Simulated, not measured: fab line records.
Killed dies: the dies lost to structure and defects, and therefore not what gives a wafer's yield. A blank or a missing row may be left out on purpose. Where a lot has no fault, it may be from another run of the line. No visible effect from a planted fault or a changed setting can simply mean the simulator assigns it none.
fab line records | flow nand_harc
[record] lots = 7 | wafers = 21 | last_day = 33
route steps=1302 shown A_CHANNEL_HOLE_D1@483 A_CHANNEL_FILL_D1@490 END@1302
lots untouched by any fault: they come from a run of this same line in which no faults occurred
start_h: the number of hours between the record's first day and the start of the first shown wafer of the lot | wait_h: hours since the lot's step before | " as in the row above | L1.1+2: a row that stands for several wafers | - no value present, or no start provided | * or withheld: withheld | < > ~ a bound
route shown NAME@n: names a module that has steps shown in the file, with the first one's number in the route | usual: average and standard deviation across the fault-free wafers | same: alike in all rows | chamber/n: place in a boat | sites: readings site by site | _std_site: the standard deviation of these | _edge_site: mean of outer sites minus mean of inner sites | radius_mm: for every site, how far away it sits from the centre of the wafer | mask NAME#n: copy n | behind: tool/chamber where the wafer was last shaped | hold: why the lot was held/for how many hours/how that ended | device: transistor that didn't switch, given as n, p or np | end of line: the route-end tests of the same wafers | step lacking rows: just its recipe | killed: count of dies lost to structure and defects at first sort (not the wafer's yield) | map: shows each die of a wafer: x if killed, . if not, _ if none is there
set.NAME: the run value of the setting; set.NAME@STEP: its run value at that earlier step | model.NAME: the simulator's own value behind a step, which no gauge read
a table for each step, a row for each wafer; lots at some steps of the route
services: a tool's chamber out of use, with start hour (start_h, from the record's first day; less than 0 if before it), hours out, and reason
[[steps]]
[step NHARC_A_CHANNEL_HOLE_D1_ETCH_44]
[recipe] target_depth_a = 1400 | overetch_a = 140 | time_s = 77 | ion_energy_ev = 100 | cf4_flow_sccm = 80 | o2_flow_sccm = 20 | ar_flow_sccm = 0 | rf_w = 300 | bias_w = 100 | chemistry = CF4/O2
[usual] drypump_motor_current_A = 5.7/0.42 | o2_flow_sccm = 20.00/0.069 | oes_product_au = 1.009/0.01 | rf_vpp_V = 198.2/1.6 | showerhead_plenum_p_Torr = 1.36/0.07 | throttle_valve_pct = 13.397/0.0098
lot.wafer | tool        | chamber | start_h | wait_h | drypump_motor_current_A | o2_flow_sccm | oes_product_au | rf_hours_counter_h | rf_vpp_V | showerhead_plenum_p_Torr | throttle_valve_pct
L932.2    | rie_diel-09 | 2       | 215.54  | 0.1    | 5.1                     | 19.97        | 0.992          | 7                  | 198.6    | 1.39                     | 13.393
L932.3    | "           | 0       | "       | "      | 5.4                     | 20.06        | 1.018          | 4                  | 198.1    | 1.43                     | 13.398
L932.5    | "           | 3       | "       | "      | 6.0                     | 20.02        | 1.007          | -                  | 199.4    | 1.39                     | 13.406
L936.2    | rie_diel-09 | 1       | 251.54  | 0.0    | 6.0                     | 19.98        | 1.009          | 9                  | 195.5    | 1.25                     | 13.413
L936.3    | "           | 2       | "       | "      | 5.1                     | 19.91        | 1.008          | 10                 | 197.5    | 1.39                     | 13.394
L936.5    | "           | 2       | "       | "      | 5.1                     | 20.02        | 1.000          | -                  | 199.0    | 1.39                     | 13.419
L938.3    | rie_diel-09 | 3       | 263.24  | 0.1    | 6.0                     | 20.07        | 1.016          | 11                 | 199.7    | 1.39                     | 13.404
L938.6    | "           | 1       | "       | "      | 6.0                     | 20.04        | 1.015          | -                  | 195.5    | 1.25                     | 13.396
L938.5    | "           | 2       | "       | "      | 5.1                     | 19.95        | 1.009          | -                  | 199.7    | 1.39                     | 13.395
L937.2    | rie_diel-09 | 0       | 265.13  | 0.1    | 5.4                     | 20.07        | 1.008          | 7                  | 200.5    | 1.43                     | 13.392
L937.4    | "           | 2       | "       | "      | 5.1                     | 19.95        | 0.990          | 11                 | 198.6    | 1.39                     | 13.409
L937.6    | "           | 0       | "       | "      | 5.4                     | 19.88        | 1.008          | -                  | 198.6    | 1.43                     | 13.402
L940.1    | rie_diel-09 | 1       | 280.14  | 0.1    | 6.0                     | 20.00        | 1.024          | 11                 | 196.5    | 1.25                     | 13.386
L940.4    | "           | 2       | "       | "      | 5.1                     | 20.01        | 1.011          | 13                 | 199.5    | 1.39                     | 13.396
L940.2    | "           | 3       | "       | "      | 6.0                     | 19.97        | 1.021          | 13                 | 197.7    | 1.39                     | 13.377
L951.1    | rie_diel-09 | 0       | 397.68  | 0.1    | 5.4                     | 20.06        | 0.997          | 8                  | 199.9    | 1.43                     | 13.422
L951.2    | "           | 1       | "       | "      | 6.0                     | 19.91        | 1.014          | 7                  | 194.3    | 1.24                     | 13.396
L951.6    | "           | 3       | "       | "      | 6.0                     | 19.98        | 1.022          | -                  | 199.6    | 1.39                     | 13.392
L952.4    | rie_diel-09 | 3       | 409.48  | 0.1    | 6.0                     | 20.00        | 1.007          | 9                  | 198.0    | 1.39                     | 13.397
L952.2    | "           | 2       | "       | "      | 5.1                     | 19.96        | 1.007          | 8                  | 199.0    | 1.39                     | 13.387
L952.6    | "           | 0       | "       | "      | 5.4                     | 19.88        | 0.990          | -                  | 198.9    | 1.43                     | 13.380
[step NHARC_A_CHANNEL_HOLE_D1_STRIP_27]
[recipe] o2_flow_sccm = 500 | ar_flow_sccm = 0 | bias_w = 0 | chemistry = O2
[step NHARC_A_CHANNEL_HOLE_D1_PRECLEAN_28]
[recipe] time_s = * | temp_c = 50 | bath_age_min = 0 | chemistry = SC1
[step NHARC_A_CHANNEL_HOLE_D1_SRD_29]
[step NHARC_A_CHANNEL_HOLE_D1_CD_MEAS_30]
[usual] cd_nm = 90.0/1.2
lot.wafer | tool      | chamber | start_h | wait_h | cd_nm
L932.2    | cd_sem-01 | -       | 216.34  | -      | 87.4
L932.3    | "         | -       | "       | "      | 89.9
L932.5    | "         | -       | "       | "      | 91.3
L936.2    | cd_sem-02 | -       | 252.34  | -      | 89.5
L936.3    | "         | -       | "       | "      | 89.5
L936.5    | "         | -       | "       | "      | 89.9
L938.3    | cd_sem-02 | -       | 264.04  | -      | 91.3
L938.5    | "         | -       | "       | "      | 89.3
L938.6    | "         | -       | "       | "      | 88.3
L937.2    | cd_sem-03 | -       | 265.93  | -      | 91.4
L937.4    | "         | -       | "       | "      | 88.7
L937.6    | "         | -       | "       | "      | 90.3
L940.1    | cd_sem-03 | -       | 280.93  | -      | 90.9
L940.2    | "         | -       | "       | "      | 92.3
L940.4    | "         | -       | "       | "      | 90.0
L951.1    | cd_sem-01 | -       | 398.46  | -      | 88.4
L951.2    | "         | -       | "       | "      | 87.8
L951.6    | "         | -       | "       | "      | 87.3
L952.2    | cd_sem-03 | -       | 410.28  | -      | 90.7
L952.4    | "         | -       | "       | "      | 88.9
L952.6    | "         | -       | "       | "      | 90.3
[step NHARC_A_CHANNEL_HOLE_D1_XSEM_31]
[recipe] landing_energy_ev = 35000
[usual] bot_cd_nm = 74.6/1.4 | bow_nm = 8.7/0.31 | tilt_deg = 0.08/0.042
lot.wafer | tool    | chamber | start_h | wait_h | bot_cd_nm | bow_nm | tilt_deg
L932.2    | xsem-02 | 0       | 216.43  | 0.1    | 71.4      | 8.6    | 0.05
L932.3    | "       | 0       | "       | "      | 74.2      | 8.6    | 0.05
L932.5    | "       | 0       | "       | "      | 75.3      | 8.6    | 0.05
L936.2    | xsem-01 | 0       | 252.43  | 0.1    | 74.7      | 8.6    | 0.20
L936.3    | "       | 0       | "       | "      | 73.7      | 8.7    | 0.20
L936.5    | "       | 0       | "       | "      | 74.5      | 8.6    | 0.20
L938.3    | xsem-02 | 0       | 264.13  | 0.1    | 75.0      | 8.7    | 0.11
L938.5    | "       | 0       | "       | "      | 73.2      | 8.7    | 0.10
L938.6    | "       | 0       | "       | "      | 72.1      | 8.7    | 0.10
L937.2    | xsem-01 | 0       | 266.02  | 0.1    | 75.1      | 8.3    | 0.12
L937.4    | "       | 0       | "       | "      | 73.4      | 8.3    | 0.12
L937.6    | "       | 0       | "       | "      | 75.2      | 8.2    | 0.12
L940.1    | xsem-02 | 0       | 281.02  | 0.1    | 74.7      | 9.0    | 0.05
L940.2    | "       | 0       | "       | "      | 76.5      | 9.0    | 0.05
L940.4    | "       | 0       | "       | "      | 74.2      | 9.0    | 0.05
L951.1    | xsem-01 | 0       | 398.55  | 0.1    | 73.0      | 8.4    | 0.15
L951.2    | "       | 0       | "       | "      | 71.9      | 8.4    | 0.15
L951.6    | "       | 0       | "       | "      | 70.6      | 8.5    | 0.14
L952.2    | xsem-02 | 0       | 410.37  | 0.1    | 75.6      | 9.1    | 0.08
L952.4    | "       | 0       | "       | "      | 74.1      | 9.0    | 0.08
L952.6    | "       | 0       | "       | "      | 75.3      | 9.1    | 0.08
[step NHARC_A_CHANNEL_HOLE_D1_INSPECT_40]
[usual] raw_defect_count = 72/26
lot.wafer | tool              | chamber | start_h | wait_h | raw_defect_count
L932.2    | defect_inspect-02 | -       | 216.52  | -      | 122
L932.3    | "                 | -       | "       | "      | 111
L932.5    | "                 | -       | "       | "      | 130
L936.2    | defect_inspect-01 | -       | 252.52  | -      | 70
L936.3    | "                 | -       | "       | "      | 31
L936.5    | "                 | -       | "       | "      | 45
L938.3    | defect_inspect-01 | -       | 264.22  | -      | 57
L938.5    | "                 | -       | "       | "      | 24
L938.6    | "                 | -       | "       | "      | 60
L937.2    | defect_inspect-02 | -       | 266.11  | -      | 114
L937.4    | "                 | -       | "       | "      | 76
L937.6    | "                 | -       | "       | "      | 78
L940.1    | defect_inspect-02 | -       | 281.12  | -      | 50
L940.2    | "                 | -       | "       | "      | 59
L940.4    | "                 | -       | "       | "      | 36
L951.1    | defect_inspect-02 | -       | 398.65  | -      | 76
L951.2    | "                 | -       | "       | "      | 71
L951.6    | "                 | -       | "       | "      | 69
L952.2    | defect_inspect-01 | -       | 410.47  | -      | 64
L952.4    | "                 | -       | "       | "      | 66
L952.6    | "                 | -       | "       | "      | 50
[step NHARC_A_CHANNEL_FILL_D1_PRECLEAN_00]
[recipe] time_s = * | temp_c = 50 | bath_age_min = 0 | chemistry = SC1
[step NHARC_A_CHANNEL_FILL_D1_SRD_01]
[step NHARC_A_CHANNEL_FILL_D1_ALD_02]
[recipe] target_thk_a = 60 | pulse_time_s = 10 | ald_cycles = 60 | temp_c = 300 | material = SiO2
[usual] ald_cycles = 60/0 | heater_power_w = 430/40 | precursor_pulse_height_rel = 1.000/0.02
lot.wafer | tool      | chamber | start_h | wait_h | ald_cycles | heater_power_w | precursor_pulse_height_rel
L932.2    | ald_hk-01 | 2       | 217.12  | -      | 60         | 440            | 1.013
L932.3    | "         | 0       | "       | "      | 60         | 460            | 1.026
L932.5    | "         | 1       | "       | "      | 60         | 420            | 0.985
L936.2    | ald_hk-03 | 3       | 252.86  | -      | 60         | 424            | 0.955
L936.3    | "         | 0       | "       | "      | 60         | 476            | 0.990
L936.5    | "         | 2       | "       | "      | 60         | 428            | 0.967
L938.3    | ald_hk-01 | 1       | 264.71  | -      | 60         | 420            | 0.982
L938.6    | "         | 3       | "       | "      | 60         | 371            | 1.015
L938.5    | "         | 0       | "       | "      | 60         | 448            | 1.008
L937.4    | ald_hk-01 | 1       | 266.31  | -      | 60         | 423            | 0.969
L937.2    | "         | 0       | "       | "      | 60         | 452            | 1.018
L937.6    | "         | 2       | "       | "      | 60         | 420            | 1.016
L940.2    | ald_hk-01 | 2       | 281.39  | -      | 60         | 429            | 1.027
L940.1    | "         | 3       | "       | "      | 60         | 367            | 0.988
L940.4    | "         | 0       | "       | "      | 60         | 456            | 1.000
L951.1    | ald_hk-02 | 1       | 398.84  | -      | 60         | 540            | 0.983
L951.2    | "         | 2       | "       | "      | 60         | 416            | 0.995
L951.6    | "         | 1       | "       | "      | 60         | 533            | 1.024
L952.4    | ald_hk-03 | 1       | 410.74  | -      | 60         | 390            | 0.999
L952.2    | "         | 3       | "       | "      | 60         | 436            | 1.039
L952.6    | "         | 0       | "       | "      | 60         | 467            | 1.026
[step NHARC_A_CHANNEL_FILL_D1_ALD_03]
[recipe] target_thk_a = 60 | pulse_time_s = 60 | ald_cycles = 58 | temp_c = 630 | pressure_torr = 2 | material = SiNx
[usual] ald_cycles = 58/0 | precursor_pulse_height_rel = 0.998/0.02
lot.wafer | tool             | chamber | start_h | wait_h | ald_cycles | precursor_pulse_height_rel
L932.2    | ald_sin_batch-01 | 0       | -       | -      | 58         | 1.008
L932.3    | "                | 0       | "       | "      | 58         | 1.006
L932.5    | "                | 0       | "       | "      | 58         | 1.036
L936.2    | ald_sin_batch-02 | 0       | -       | -      | 58         | 1.007
L936.3    | "                | 0       | "       | "      | 58         | 0.994
L936.5    | "                | 0       | "       | "      | 58         | 1.029
L937.2    | ald_sin_batch-01 | 0       | -       | -      | 58         | 1.005
L937.4    | "                | 0       | "       | "      | 58         | 0.994
L937.6    | "                | 0       | "       | "      | 58         | 1.000
L938.3    | ald_sin_batch-01 | 0       | -       | -      | 58         | 0.991
L938.5    | "                | 0       | "       | "      | 58         | 0.979
L938.6    | "                | 0       | "       | "      | 58         | 1.027
L940.1    | ald_sin_batch-01 | 0       | -       | -      | 58         | 1.002
L940.2    | "                | 0       | "       | "      | 58         | 1.057
L940.4    | "                | 0       | "       | "      | 58         | 0.971
L951.1    | ald_sin_batch-03 | 0       | -       | -      | 58         | 0.988
L951.2    | "                | 0       | "       | "      | 58         | 0.992
L951.6    | "                | 0       | "       | "      | 58         | 0.987
L952.2    | ald_sin_batch-01 | 0       | -       | -      | 58         | 0.980
L952.4    | "                | 0       | "       | "      | 58         | 0.973
L952.6    | "                | 0       | "       | "      | 58         | 1.000
[step NHARC_A_CHANNEL_FILL_D1_ALD_14]
[recipe] target_thk_a = 25 | pulse_time_s = 10 | ald_cycles = 25 | temp_c = 300 | material = SiO2
[usual] ald_cycles = 25/0 | heater_power_w = 435/41 | precursor_pulse_height_rel = 0.997/0.019
lot.wafer | tool      | chamber | start_h | wait_h | ald_cycles | heater_power_w | precursor_pulse_height_rel
L932.3    | ald_hk-01 | 2       | 224.05  | 0.0    | 25         | 427            | 0.995
L932.2    | "         | 0       | "       | "      | 25         | 453            | 0.983
L932.5    | "         | 2       | "       | "      | 25         | 435            | 1.028
L936.3    | ald_hk-02 | 2       | 259.75  | 0.1    | 25         | 448            | 0.990
L936.2    | "         | 0       | "       | "      | 25         | 388            | 1.004
L936.5    | "         | 1       | "       | "      | 25         | 531            | 0.999
L938.3    | ald_hk-03 | 0       | 272.00  | 0.2    | 25         | 474            | 0.997
L938.5    | "         | 1       | "       | "      | 25         | 414            | 0.996
L938.6    | "         | 2       | "       | "      | 25         | 433            | 0.954
L937.2    | ald_hk-03 | 1       | 272.11  | 0.3    | 25         | 422            | 0.986
L937.4    | "         | 0       | "       | "      | 25         | 469            | 0.968
L937.6    | "         | 2       | "       | "      | 25         | 424            | 1.003
L940.1    | ald_hk-03 | 1       | 288.32  | 0.1    | 25         | 397            | 1.033
L940.4    | "         | 2       | "       | "      | 25         | 428            | 0.976
L940.2    | "         | 3       | "       | "      | 25         | 432            | 0.982
L951.2    | ald_hk-03 | 0       | 405.90  | 0.1    | 25         | 462            | 0.985
L951.1    | "         | 1       | "       | "      | 25         | 406            | 1.032
L951.6    | "         | 3       | "       | "      | 25         | 442            | 0.989
L952.2    | ald_hk-01 | 3       | 415.73  | 0.1    | 25         | 390            | 1.008
L952.4    | "         | 1       | "       | "      | 25         | 414            | 0.992
L952.6    | "         | 2       | "       | "      | 25         | 407            | 1.005
[step NHARC_A_CHANNEL_FILL_D1_ALD_15]
[recipe] target_thk_a = 20 | pulse_time_s = 60 | ald_cycles = 19 | temp_c = 630 | pressure_torr = 2 | material = SiNx
[usual] ald_cycles = 19/0 | precursor_pulse_height_rel = 1.001/0.021
lot.wafer | tool             | chamber | start_h | wait_h | ald_cycles | precursor_pulse_height_rel
L932.2    | ald_sin_batch-03 | 0       | 227.17  | -      | 19         | 0.983
L932.3    | "                | 0       | "       | "      | 19         | 1.021
L932.5    | "                | 0       | "       | "      | 19         | 1.015
L936.2    | ald_sin_batch-01 | 0       | 262.83  | -      | 19         | 0.975
L936.3    | "                | 0       | "       | "      | 19         | 1.001
L936.5    | "                | 0       | "       | "      | 19         | 0.996
L937.2    | ald_sin_batch-03 | 0       | 275.02  | -      | 24         | 1.037
L937.4    | "                | 0       | "       | "      | 24         | 0.983
L937.6    | "                | 0       | "       | "      | 24         | 1.000
L938.3    | ald_sin_batch-03 | 0       | 275.02  | -      | 24         | 1.002
L938.5    | "                | 0       | "       | "      | 24         | 0.979
L938.6    | "                | 0       | "       | "      | 24         | 0.998
L940.1    | ald_sin_batch-03 | 0       | 291.41  | -      | 24         | 1.030
L940.2    | "                | 0       | "       | "      | 24         | 1.019
L940.4    | "                | 0       | "       | "      | 24         | 1.025
L951.1    | ald_sin_batch-03 | 0       | 408.99  | -      | 19         | 1.008
L951.2    | "                | 0       | "       | "      | 19         | 1.025
L951.6    | "                | 0       | "       | "      | 19         | 0.987
L952.2    | ald_sin_batch-01 | 0       | 418.80  | -      | 19         | 0.985
L952.4    | "                | 0       | "       | "      | 19         | 0.966
L952.6    | "                | 0       | "       | "      | 19         | 0.981
[step NHARC_A_CHANNEL_FILL_D1_ALD_16]
[recipe] target_thk_a = 15 | pulse_time_s = 10 | ald_cycles = 15 | temp_c = 300 | material = SiO2
[usual] heater_power_w = 429/35 | precursor_pulse_height_rel = 1.001/0.019
lot.wafer | tool      | chamber | start_h | wait_h | heater_power_w | precursor_pulse_height_rel
L932.2    | ald_hk-01 | 1       | 229.28  | 0.1    | 418            | 0.970
L932.3    | "         | 2       | "       | "      | 418            | 0.999
L932.5    | "         | 0       | "       | "      | 451            | 0.990
L936.2    | ald_hk-03 | 0       | 264.87  | 0.0    | 462            | 0.998
L936.3    | "         | 2       | "       | "      | 432            | 1.054
L936.5    | "         | 1       | "       | "      | 416            | 1.003
L937.2    | ald_hk-03 | 3       | 277.07  | 0.1    | 421            | 1.022
L937.4    | "         | 1       | "       | "      | 409            | 1.029
L937.6    | "         | 2       | "       | "      | 424            | 0.978
L938.3    | ald_hk-02 | 0       | 277.09  | 0.1    | 378            | 1.053
L938.6    | "         | 2       | "       | "      | 433            | 1.004
L938.5    | "         | 3       | "       | "      | 425            | 1.012
L940.2    | ald_hk-03 | 0       | 293.46  | 0.0    | 463            | 0.987
L940.4    | "         | 1       | "       | "      | 411            | 0.983
L940.1    | "         | 3       | "       | "      | 427            | 1.024
L951.1    | ald_hk-01 | 2       | 411.09  | 0.0    | 404            | 0.980
L951.2    | "         | 3       | "       | "      | 378            | 1.003
L951.6    | "         | 3       | "       | "      | 381            | 0.989
L952.4    | ald_hk-03 | 3       | 420.88  | 0.0    | 443            | 1.021
L952.2    | "         | 2       | "       | "      | 424            | 0.999
L952.6    | "         | 3       | "       | "      | 446            | 1.004
[step NHARC_A_CHANNEL_FILL_D1_ANNEAL_17]
[recipe] temp_c = 850 | time_s = 1800
[step NHARC_END_SORT_01]
[recipe] temp_c = 25
[usual] killed_at_array = 59/20 | killed_at_other = 0.8/1 | killed_at_periphery = 3.2/2.1 | killed_dies = 63/21 | killed_open = 3.0/1.9 | killed_short = 2.3/1.5
[same] gross_dies = 677
lot.wafer | tool      | chamber | start_h | wait_h | killed_at_array | killed_at_other | killed_at_periphery | killed_dies | killed_open | killed_short
L936.2    | prober-01 | 0       | 638.29  | 2.8    | 69              | 0               | 1                   | 70          | 4           | 3
L936.3    | prober-01 | 0       | 639.08  | 3.1    | 69              | 0               | 3                   | 72          | 1           | 1
L936.5    | prober-01 | 0       | 640.68  | 3.7    | 57              | 1               | 3                   | 61          | 1           | 3
L938.3    | prober-02 | 0       | 639.10  | 3.1    | 71              | 0               | 4                   | 75          | 0           | 4
L938.5    | prober-02 | 0       | 640.68  | 3.7    | 62              | 0               | 2                   | 64          | 2           | 0
L938.6    | prober-02 | 0       | 641.47  | 3.9    | 77              | 0               | 3                   | 80          | 4           | 0
L937.2    | prober-02 | 0       | 646.11  | 2.8    | 65              | 0               | 6                   | 71          | 3           | 2
L937.4    | prober-02 | 0       | 647.74  | 3.5    | 53              | 1               | 5                   | 59          | 1           | 2
L937.6    | prober-02 | 0       | 649.37  | 4.1    | 45              | 0               | 8                   | 53          | 2           | 4
L940.1    | prober-01 | 0       | 652.70  | 2.5    | 33              | 3               | 2                   | 38          | 2           | 3
L940.2    | prober-01 | 0       | 653.49  | 2.8    | 27              | 1               | 6                   | 34          | 4           | 2
L940.4    | prober-01 | 0       | 655.07  | 3.4    | 37              | 0               | 5                   | 42          | 3           | 0
L952.2    | prober-01 | 0       | 780.47  | 2.8    | 73              | 0               | 6                   | 79          | 3           | 2
L952.4    | prober-01 | 0       | 782.07  | 3.4    | 60              | 1               | 3                   | 64          | 1           | 4
L952.6    | prober-01 | 0       | 783.66  | 4.0    | 66              | 0               | 4                   | 70          | 3           | 2
L951.1    | prober-01 | 0       | 787.49  | 2.5    | 52              | 1               | 1                   | 54          | 2           | 2
L951.2    | prober-01 | 0       | 788.29  | 2.8    | 54              | 1               | 7                   | 62          | 2           | 3
L951.6    | prober-01 | 0       | 791.50  | 4.0    | 47              | 0               | 2                   | 49          | 3           | 2
// killed by level:class
L936.2 A_SLIT:chamber_film_flake=31 A_CHANNEL_HOLE_D1:chamber_film_flake=10 A_CHANNEL_HOLE_D2:chamber_film_flake=7 A_CONTACT:chamber_film_flake=7 A_STAIRCASE:chamber_film_flake=2 A_WL_FILL:chamber_film_flake=2 A_SOURCE_PLATE:geometric_particle:open=1 A_ONON_D2:geometric_particle:short=1
L936.3 A_SLIT:chamber_film_flake=35 A_CHANNEL_HOLE_D2:chamber_film_flake=15 A_CONTACT:chamber_film_flake=6 A_STAIRCASE:chamber_film_flake=5 A_CHANNEL_HOLE_D1:chamber_film_flake=3 A_SGD_CUT:chamber_film_flake=3 P_CONTACT:geometric_particle:open=1 A_ONON_D2:geometric_particle:short=1
L938.3 A_SLIT:chamber_film_flake=34 A_CHANNEL_HOLE_D2:chamber_film_flake=19 A_CHANNEL_HOLE_D1:chamber_film_flake=7 A_STAIRCASE:chamber_film_flake=4 A_CHANNEL_FILL_D2:geometric_particle:short=2 A_WL_FILL:geometric_particle:short=2 P_M2:chamber_film_flake=2 A_CONTACT:chamber_film_flake=2
L936.5 A_SLIT:chamber_film_flake=30 A_CHANNEL_HOLE_D2:chamber_film_flake=7 A_CONTACT:chamber_film_flake=7 A_CHANNEL_HOLE_D1:chamber_film_flake=4 A_SGD_CUT:chamber_film_flake=4 A_WL_FILL:chamber_film_flake=2 P_M0:geometric_particle:short=1 P_M2:geometric_particle:short=1
L938.5 A_SLIT:chamber_film_flake=33 A_CHANNEL_HOLE_D2:chamber_film_flake=17 A_CHANNEL_HOLE_D1:chamber_film_flake=7 A_CONTACT:chamber_film_flake=2 P_GATE:geometric_particle:open=1 A_CONTACT:geometric_particle:open=1 P_ZERO_WELL:chamber_film_flake=1 A_CHANNEL_FILL_D2:chamber_film_flake=1
L938.6 A_SLIT:chamber_film_flake=35 A_CHANNEL_HOLE_D2:chamber_film_flake=27 A_ZERO_WELL:chamber_film_flake=4 A_CONTACT:chamber_film_flake=4 A_STAIRCASE:chamber_film_flake=3 P_CONTACT:geometric_particle:open=2 P_M0:geometric_particle:open=1 A_CHANNEL_HOLE_D2:geometric_particle:open=1
L937.2 A_CHANNEL_HOLE_D1:chamber_film_flake=33 A_CHANNEL_HOLE_D2:chamber_film_flake=13 A_STAIRCASE:chamber_film_flake=7 P_GATE:chamber_film_flake=4 A_CONTACT:chamber_film_flake=4 A_CHANNEL_FILL_D1:chamber_film_flake=3 P_CONTACT:geometric_particle:open=1 P_M0:geometric_particle:short=1
L937.4 A_CHANNEL_HOLE_D1:chamber_film_flake=25 A_CHANNEL_HOLE_D2:chamber_film_flake=11 A_STAIRCASE:chamber_film_flake=6 A_CONTACT:chamber_film_flake=5 P_GATE:chamber_film_flake=3 P_CONTACT:geometric_particle:short=1 A_DECK1_JOINT:geometric_particle:short=1 A_M0:geometric_particle:open=1
L937.6 A_CHANNEL_HOLE_D1:chamber_film_flake=18 A_CHANNEL_HOLE_D2:chamber_film_flake=13 P_GATE:chamber_film_flake=6 A_CONTACT:chamber_film_flake=5 A_STAIRCASE:chamber_film_flake=3 P_CONTACT:geometric_particle:open=1 P_M0:geometric_particle:open=1 A_ONON_D2:geometric_particle:short=1
L940.1 A_CHANNEL_HOLE_D2:chamber_film_flake=10 A_CHANNEL_HOLE_D1:chamber_film_flake=6 A_CONTACT:chamber_film_flake=4 A_STAIRCASE:chamber_film_flake=3 A_SLIT:chamber_film_flake=3 THIN_TSV:chamber_film_flake=3 P_CONTACT:geometric_particle:open=1 A_CHANNEL_HOLE_D1:geometric_particle:open=1
L940.2 A_CHANNEL_HOLE_D2:chamber_film_flake=11 A_CHANNEL_HOLE_D1:chamber_film_flake=6 A_STAIRCASE:chamber_film_flake=3 P_GATE:chamber_film_flake=2 P_BONDPAD:chamber_film_flake=2 A_WL_FILL:chamber_film_flake=2 P_CONTACT:geometric_particle:open=1 A_ONON_D1:geometric_particle:open=1
L940.4 A_CHANNEL_HOLE_D2:chamber_film_flake=17 A_CONTACT:chamber_film_flake=5 A_CHANNEL_HOLE_D1:chamber_film_flake=4 P_BONDPAD:chamber_film_flake=3 A_STAIRCASE:chamber_film_flake=3 A_BONDPAD:chamber_film_flake=3 P_CONTACT:geometric_particle:open=1 A_WL_FILL:geometric_particle:open=1
L952.2 A_CHANNEL_HOLE_D2:chamber_film_flake=29 A_CHANNEL_HOLE_D1:chamber_film_flake=19 A_SLIT:chamber_film_flake=9 A_CONTACT:chamber_film_flake=8 P_GATE:chamber_film_flake=6 A_CHANNEL_FILL_D2:geometric_particle:open=2 A_STAIRCASE:chamber_film_flake=2 A_CHANNEL_FILL_D1:geometric_particle:short=1
L952.4 A_CHANNEL_HOLE_D2:chamber_film_flake=25 A_CHANNEL_HOLE_D1:chamber_film_flake=19 A_SLIT:chamber_film_flake=5 A_CONTACT:chamber_film_flake=5 P_STI:geometric_particle:short=1 A_ONON_D1:geometric_particle:open=1 A_ONON_D2:geometric_particle:short=1 A_M0:geometric_particle:short=1
L952.6 A_CHANNEL_HOLE_D2:chamber_film_flake=32 A_CHANNEL_HOLE_D1:chamber_film_flake=11 A_SLIT:chamber_film_flake=9 A_CONTACT:chamber_film_flake=5 A_STAIRCASE:chamber_film_flake=3 A_ONON_D2:geometric_particle:open=2 P_GATE:geometric_particle:open=1 A_CHANNEL_FILL_D2:geometric_particle:short=1
L951.1 A_SLIT:chamber_film_flake=24 A_CHANNEL_HOLE_D1:chamber_film_flake=14 A_CONTACT:chamber_film_flake=6 A_CHANNEL_HOLE_D2:chamber_film_flake=2 P_M0:geometric_particle:open=1 A_SGD_CUT:geometric_particle:short=1 A_WL_FILL:geometric_particle:short=1 A_WL_FILL:geometric_particle:open=1
L951.2 A_SLIT:chamber_film_flake=30 A_CHANNEL_HOLE_D1:chamber_film_flake=9 A_CONTACT:chamber_film_flake=4 P_GATE:chamber_film_flake=3 P_ZERO_WELL:chamber_film_flake=2 A_BLC:chamber_film_flake=2 P_M2:geometric_particle:short=1 A_ONON_D1:geometric_particle:short=1
L951.6 A_SLIT:chamber_film_flake=22 A_CHANNEL_HOLE_D1:chamber_film_flake=11 A_CONTACT:chamber_film_flake=4 A_STAIRCASE:chamber_film_flake=3 P_STI:geometric_particle:short=1 A_ONON_D2:geometric_particle:open=1 A_WL_FILL:geometric_particle:open=1 A_WL_FILL:geometric_particle:short=1
[[services]]
tool             | chamber | start_h | hours | kind
ald_hk-03        | -       | 217.79  | 10.0  | pm
ald_hk-03        | 0       | 217.79  | 10.0  | vent_cycle
ald_hk-03        | 1       | 217.79  | 10.0  | vent_cycle
ald_hk-03        | 2       | 217.79  | 10.0  | vent_cycle
ald_hk-03        | 3       | 217.79  | 10.0  | vent_cycle
ald_hk-03        | 0       | 227.79  | -     | clean
ald_hk-03        | 1       | 227.79  | -     | clean
ald_hk-03        | 2       | 227.79  | -     | clean
ald_hk-03        | 3       | 227.79  | -     | clean
ald_sin_batch-02 | -       | 269.03  | 26.0  | pm
ald_hk-02        | -       | 284.76  | 0.8   | repair
rie_diel-09      | 1       | 319.14  | 5.0   | repair
rie_diel-09      | -       | 320.19  | 9.0   | pm
xsem-01          | -       | 374.00  | 14.0  | pm
ald_hk-03        | -       | 395.79  | 10.0  | pm
ald_hk-03        | 0       | 395.79  | 10.0  | vent_cycle
ald_hk-03        | 1       | 395.79  | 10.0  | vent_cycle
ald_hk-03        | 2       | 395.79  | 10.0  | vent_cycle
ald_hk-03        | 3       | 395.79  | 10.0  | vent_cycle
ald_hk-03        | 0       | 405.79  | -     | clean
ald_hk-03        | 1       | 405.79  | -     | clean
ald_hk-03        | 2       | 405.79  | -     | clean
ald_hk-03        | 3       | 405.79  | -     | clean
rie_diel-09      | 0       | 415.03  | 3.0   | repair
[[key]]
[first_sign] step = NHARC_A_CHANNEL_FILL_D1_ALD_15 | reading = ald_cycles | direction = up | sigmas = 99+ | usual = 19 | struck = 24
effect none on later readings
met_at NHARC_A_CHANNEL_FILL_D1_ALD_15,NHARC_A_CHANNEL_FILL_D1_ALD_16
struck_wafers L937.2,L937.4,L937.6,L938.3,L938.5,L938.6,L940.1,L940.2,L940.4
tester_left_out L937,L938,L940
onset_between 264.87 275.02
[fault] kind = process_parameter_drift | tool = ald_sin_batch-03 | chamber = - | onset_h = 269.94 | steps = NHARC_A_CHANNEL_FILL_D1_ALD_15 | channel = ald_cycles | offset = 5 | shape = step | end_h = 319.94 | acts_in = these_recipes_only | stated = 19
[fault] kind = process_parameter_drift | tool = ald_hk-03 | chamber = - | onset_h = 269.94 | steps = NHARC_A_CHANNEL_FILL_D1_ALD_16 | channel = ald_cycles | offset = -5 | shape = step | end_h = 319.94 | acts_in = these_recipes_only | stated = 15
// tester_left_out: of these lots the tester's yield and bins aren't shown, on N5 and GAA mostly nor the transistor test; their killed dies are dies lost to structure and defects alone, not to doping, threshold or leakage, so they don't give the yield
